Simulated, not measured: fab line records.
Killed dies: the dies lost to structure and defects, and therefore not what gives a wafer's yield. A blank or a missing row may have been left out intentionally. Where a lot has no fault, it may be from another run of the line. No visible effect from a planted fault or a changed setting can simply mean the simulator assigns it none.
Comparing a struck lot with a sound one | flow n5_finfet | 38 steps out of a route of 1938
Sound: these wafers, L663.1, L663.4, L663.5. Struck: wafer L661.4 (left out: L661.2, a lot-mate that was not struck); the cause follows at the end.
Per side, at each step with rows, come the tool, then ch with its chambers, and then its first start. Under that, the readings that differ: sound wafers | struck wafers | difference of the means | sigmas: that difference in standard deviations of wafers without a fault.
alike: a reading whose means differ by less than 2 such deviations, as well as words and numbers matching on both sides. not compared: withheld readings; readings where some wafer has no value; bounds like >300 that might hide an equal value; numbers whose values overlap and for which the record gives no deviation.
A row with sigmas, a row that says differs or no value, or rows on one side alone: a step with any of these is where the two part. Non-overlapping numbers with no deviation appear without sigmas and do not part them. A reading missing from all wafers of one side parts the sides only when that side holds two or more wafers.

first, 9 steps without rows for these wafers: N5_BEOL_M4_ANNEAL_95 (time 240 s); N5_BEOL_M4_SPUTTER_96 (material Cu, target thk 4.5 nm, time 8.29 s); N5_BEOL_M4_ECD_50 (material Cu, target thk 300 nm); N5_BEOL_M4_ANNEAL_51 (time 90 s); N5_BEOL_M4_CMP_52 (polishes, stops on SiOC, t overpolish 6.8 s, target thk 40 nm); N5_BEOL_M4_PRE_CLEAN_60 (time 15 s); N5_BEOL_M4_CO_CAP_55 (material Co, precursor CCTBA/H2, target thk 2 nm, time 102.1 s); N5_BEOL_M4_PRE_CLEAN_56 (time 15 s); N5_BEOL_M4_DEP_57 (deposits SiCN from 3MS/NH3, target thk 8 nm, time 14 s).
N5_BEOL_M4_RC_MEAS_101:
  sound on prober-02 ch 0, day 13 12:22; struck on prober-02 ch 0, day 12 21:59
  alike: DIBL_N, DIBL_P, IOFF_N, IOFF_P, ION_N, ION_P, SS_N, SS_P, VT_N, VT_P
then, 24 steps without rows for these wafers: N5_BEOL_M5_ILD_DEP_00 (deposits SiCOH lowk from DEMS/porogen, target thk 140.64 nm, time 25.9 s); N5_BEOL_M5_CURE_79 (cures SiCOH lowk, time 240 s); N5_BEOL_M5_PECVD_70 (deposits SiO2 from TEOS/O2, target thk 16 nm, time 18 s); N5_BEOL_M5_HM_DEP_02 (deposits TiN, target thk 20 nm); N5_BEOL_M5_COAT_59 (time 60 s, resist thk 60 nm); N5_BEOL_M5_COAT_60 (time 60 s, resist thk 12 nm); N5_BEOL_M5_COAT_71 (time 60 s, resist thk 5 nm); N5_BEOL_M5_COAT_05 (resist thk 30 nm); N5_BEOL_M5_EBR_07; N5_BEOL_M5_SOFTBAKE_06 (time 60 s); N5_BEOL_M5_EXPOSE_08 (exposes mask M5, target cd 28 nm); N5_BEOL_M5_PEB_09 (peb time 60 s); N5_BEOL_M5_DEVELOP_10 (develop time 30 s); N5_BEOL_M5_DESCUM_16 (chemistry O2, time 7 s); N5_BEOL_M5_ETCH_72 (etches underlayer in N2/H2, target depth 6.5 nm, time 5.2 s); N5_BEOL_M5_ETCH_61 (etches SiARC in CF4, target depth 15.6 nm, time 26 s); N5_BEOL_M5_ETCH_62 (etches SOC in N2/H2, target depth 75 nm, overetch 15 nm, time 112.5 s); N5_BEOL_M5_STRIP_63 (strips in N2/H2); N5_BEOL_M5_STRIP_73 (strips in N2/H2); N5_BEOL_M5_STRIP_64 (strips in CF4); N5_BEOL_M5_HM_OPEN_17 (chemistry Cl2/BCl3, target TiN, target depth 20 nm, overetch 6 nm); N5_BEOL_M5_STRIP_19 (strips in O2); N5_BEOL_M5_COAT_65 (time 60 s, resist thk 60 nm); N5_BEOL_M5_COAT_66 (time 60 s, resist thk 12 nm).
-- here the record skips 3 days between the struck wafers' starts before and after, leaving off in module BEOL_M5 and picking up in module BEOL_M15 (first step shown: number 1824 of the route) --
N5_BEOL_M15_CMP_49: polishes, stops on SiO2, t overpolish 4.9 s, target thk 850 nm.
  sound on cmp-03 ch 0,1, day 16 22:13; struck on cmp-01 ch 2, day 16 07:39
  reading                      | sound             | struck | difference | sigmas
  barrier_field_endpoint_s (s) | 11.29 10.99 11.14 | 22.50  | +11.36     | +41
  overpolish_run_s (s)         | 4.899 4.916 4.905 | 3.510  | -1.397     | -99 or more
  alike: motor_current_A, retaining_ring_pressure_frac
N5_BEOL_M15_THK_MEAS_50: measures by xrf.
  sound on film_metro-01, day 16 22:31; struck on film_metro-02, day 16 07:52
  reading      | sound       | struck | difference | sigmas
  M15_THK (nm) | 840 833 836 | 1561   | +725       | +40
N5_BEOL_M15_INSPECT_55: inspects for defects (darkfield).
  sound on defect_inspect-02, day 16 22:42; struck on defect_inspect-01, day 16 08:01
  reading          | sound      | struck | difference | sigmas
  raw_defect_count | 127 117 76 | 6210   | +6103      | +99 or more
N5_PASSIVATION_PROBE_49:
  sound on prober-02, day 17 11:24; struck on prober-02, day 16 22:03
  reading                  | sound          | struck | difference | sigmas
  defect_limited_yield (%) | 93.2 92.6 89.7 | 0      | -92        | -54
  killed_at_M4_up          | 12 12 24       | 1116   | +1100      | +99 or more
  killed_dies              | 80 87 121      | 1180   | +1084      | +54
  killed_on_rim            | 10 8 10        | 152    | +143       | +32
  sort_n_pass              | 1100 1093 1059 | 0      | -1084      | -54
  sort_yield_pct (%)       | 93.2 92.6 89.7 | 0      | -92        | -54
  alike: killed_at_M0_to_M3, killed_at_contacts, killed_at_front_end, killed_at_other, killed_open, killed_short, sort_bin_5_function, sort_bin_6_memory

WHERE THEY PART
Last at N5_PASSIVATION_PROBE_49 as far as this record goes, first at N5_BEOL_M15_CMP_49.

WHY: whatever the simulator had introduced
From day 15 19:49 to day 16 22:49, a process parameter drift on cmp-01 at N5_BEOL_M15_CMP_49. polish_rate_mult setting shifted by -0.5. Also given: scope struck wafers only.
